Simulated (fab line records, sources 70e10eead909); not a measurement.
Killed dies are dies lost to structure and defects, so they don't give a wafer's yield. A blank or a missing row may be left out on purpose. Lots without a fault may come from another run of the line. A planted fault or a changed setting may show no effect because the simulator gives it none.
Chamber matching | flow nand_harc | NHARC_A_STAIRCASE_ETCHBACK_422 on rie_diel-11: 4 sister chambers
The step etches the open film in CH3F/O2, target depth 40 nm, time 74.286 s. 4 wafers are shown with their chamber, then 8 later ones without.

WAFERS WITH THEIR CHAMBER
wafer  | chamber | drypump_motor_current_A (A)
L082.6 | 3       | 6.3
L082.4 | 2       | 5.5
L082.5 | 0       | 5.3
L087.3 | 1       | 6.4

WAFERS WITHOUT THEIR CHAMBER
wafer  | drypump_motor_current_A (A)
L087.4 | 6.3
L087.6 | 5.6
L090.4 | 5.5
L090.5 | 5.3
L090.6 | 6.3
L094.1 | 6.4
L094.3 | 5.6
L094.6 | 5.6

WHICH CHAMBER EACH WENT THROUGH
wafer  | from the rows above     | in truth
L087.4 | can't be placed: 3 or 1 | 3
L087.6 | 2                       | 2
L090.4 | 2                       | 2
L090.5 | 0                       | 0
L090.6 | can't be placed: 3 or 1 | 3
L094.1 | can't be placed: 1 or 3 | 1
L094.3 | 2                       | 2
L094.6 | 2                       | 2
Placed correctly: 5 of 8. Can't be placed from these rows: 3 (the true chamber is among the candidates in 3). Placed wrongly: 0.
How it was worked out, from the rows above alone: a wafer's distance from a chamber is the root of the sum, over the readings, of the square of ((its reading less the chamber's mean) divided by the reading's scatter). The wafer belongs to the nearest chamber; if the next one is less than 2 further off, it can't be placed. A chamber's mean is the mean of its shown wafers. The scatter: with one shown wafer a chamber, the root of the mean of the squares of how far each hidden wafer lies from its nearest shown one.
